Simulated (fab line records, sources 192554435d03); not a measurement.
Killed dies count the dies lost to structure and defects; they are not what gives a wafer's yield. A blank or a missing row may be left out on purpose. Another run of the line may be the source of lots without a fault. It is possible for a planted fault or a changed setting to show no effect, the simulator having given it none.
Split-lot study + flow n5 finfet + 21 wafers read across 7 lots, on a route 1938 steps long

== THE SPLIT ITSELF ==
At N5_BEOL_M0_SAQP_COAT_08 (resist thk 90 nm), the setting spin rpm was moved away from the recipe's 1500 rpm on 5 of the 21 wafers read, by -10.4% to +7.0%. This setting was run at the recipe's value on the other wafers.

== FROM THE SPLIT TO THE READING: what the file shows between them, 4 steps ==
- N5_BEOL_M0_SAQP_EBR_10
- N5_BEOL_M0_SAQP_SOFTBAKE_09: time 60 s
- N5_BEOL_M0_SAQP_EXPOSE_11: exposes mask M0 CORE, target cd 42 nm
- N5_BEOL_M0_SAQP_PEB_12: peb time 60 s

== THE READING ==
CAR-ArF_of_BEOL_M0_SAQP_COAT_08.thk nm (the simulator's own value, which no gauge read), in nm, at N5_BEOL_M0_SAQP_DEVELOP_13 (develop time 30 s). The file does not state a usual value for it. Across the 16 wafers here that went through the recipe, the average is 88.3 nm and the standard deviation 0.26 nm.

| wafer  | tool, chamber at the split | spin rpm as run, rpm | against the recipe | CAR-ArF_of_BEOL_M0_SAQP_COAT_08.thk nm, nm | against lot-mates on the recipe |
|--------|----------------------------|----------------------|--------------------|--------------------------------------------|---------------------------------|
| L077.1 | litho track-01, 0          | 1344                 | -10.4%             | 93.4                                       | +5.2                            |
| L077.2 | litho track-01, 0          | 1344                 | -10.4%             | 93.4                                       | +5.2                            |
| L077.6 | litho track-01, 0          | 1500                 | recipe             | 88.2                                       | -                               |
| L081.1 | litho track-05, 0          | 1500                 | recipe             | 88.4                                       | -                               |
| L081.3 | litho track-05, 0          | 1500                 | recipe             | 88.4                                       | -                               |
| L081.4 | litho track-05, 0          | 1500                 | recipe             | 88.4                                       | -                               |
| L084.1 | litho track-05, 0          | 1500                 | recipe             | 88                                         | -                               |
| L084.2 | litho track-05, 0          | 1500                 | recipe             | 88                                         | -                               |
| L084.5 | litho track-05, 0          | 1500                 | recipe             | 88.2                                       | -                               |
| L085.1 | litho track-03, 0          | 1500                 | recipe             | 88.2                                       | -                               |
| L085.3 | litho track-03, 0          | 1500                 | recipe             | 88                                         | -                               |
| L085.4 | litho track-03, 0          | 1605                 | +7.0%              | 85                                         | -3.1                            |
| L088.2 | litho track-01, 0          | 1500                 | recipe             | 88.4                                       | -                               |
| L088.5 | litho track-01, 0          | 1500                 | recipe             | 88.8                                       | -                               |
| L088.6 | litho track-01, 0          | 1500                 | recipe             | 88.6                                       | -                               |
| L096.1 | litho track-03, 0          | 1352                 | -9.9%              | 93.2                                       | +4.6                            |
| L096.3 | litho track-03, 0          | 1500                 | recipe             | 88.6                                       | -                               |
| L096.4 | litho track-03, 0          | 1352                 | -9.9%              | 93.6                                       | +5.0                            |
| L097.1 | litho track-03, 0          | 1500                 | recipe             | 88                                         | -                               |
| L097.3 | litho track-03, 0          | 1500                 | recipe             | 87.8                                       | -                               |
| L097.6 | litho track-03, 0          | 1500                 | recipe             | 88.2                                       | -                               |

FIT RESULTS
A straight line over all 21 wafers: CAR-ArF_of_BEOL_M0_SAQP_COAT_08.thk nm changes by -0.501 nm for each +1% of spin rpm; r = -0.99; the points scatter about the line by 0.26 nm.
The same after taking each lot's own level away (the mean of its wafers on the recipe; 21 wafers): -0.486 nm for each +1%; r = -1.00; scatter 0.15 nm.
That fit puts the effect of the largest move of spin rpm on the reading at 5.1 nm.
The lots' own levels span 88.00 to 88.60 nm, that is 2.3 times the standard deviation above.
The two slopes agree, so the slope changes little with the lot-to-lot level.
Check: for one of the wafers moved furthest among these (-10.4%), held out of the fit, the line's prediction against its lot-mates is +5.05 nm. Against them it came out at +5.2 nm.

== THESE WAFERS: OTHER SPLITS ==
These wafers also went through other splits before the reading. Each is held against what the fit with the lots' levels taken away leaves over:
| other split on the same wafers       | wafers away from the commonest value | r with CAR-ArF_of_BEOL_M0_SAQP_COAT_08.thk nm (lot level and that fit taken away) |
|--------------------------------------|--------------------------------------|-----------------------------------------------------------------------------------|
| N5_MOL_CONTACT_COAG_COAT_02 spin rpm | 6                                    | +0.01                                                                             |
| N5_BEOL_M0_SAQP_PECVD_04 time s      | 5                                    | +0.05                                                                             |

== THE WHOLE CHAIN: every reading that the file lists as answering this split, in the file's order ==
| step                       | what it does      | reading                                                                                 | change (the file's fit)               | r (the file's) |
|----------------------------|-------------------|-----------------------------------------------------------------------------------------|---------------------------------------|----------------|
| N5_BEOL_M0_SAQP_COAT_08    | resist thk 90 nm  | CAR-ArF_of_BEOL_M0_SAQP_COAT_08.thk nm (the simulator's own value, which no gauge read) | -0.486 nm for each +1% of the setting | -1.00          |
| N5_BEOL_M0_SAQP_DEVELOP_13 | develop time 30 s | CAR-ArF_of_BEOL_M0_SAQP_COAT_08.thk nm (the simulator's own value, which no gauge read) | -0.484 nm for each +1% of the setting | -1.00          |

== THE FILE'S OWN FIT ==
CAR-ArF_of_BEOL_M0_SAQP_COAT_08.thk nm changes by -0.484 nm for each +1% of spin rpm, r = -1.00.
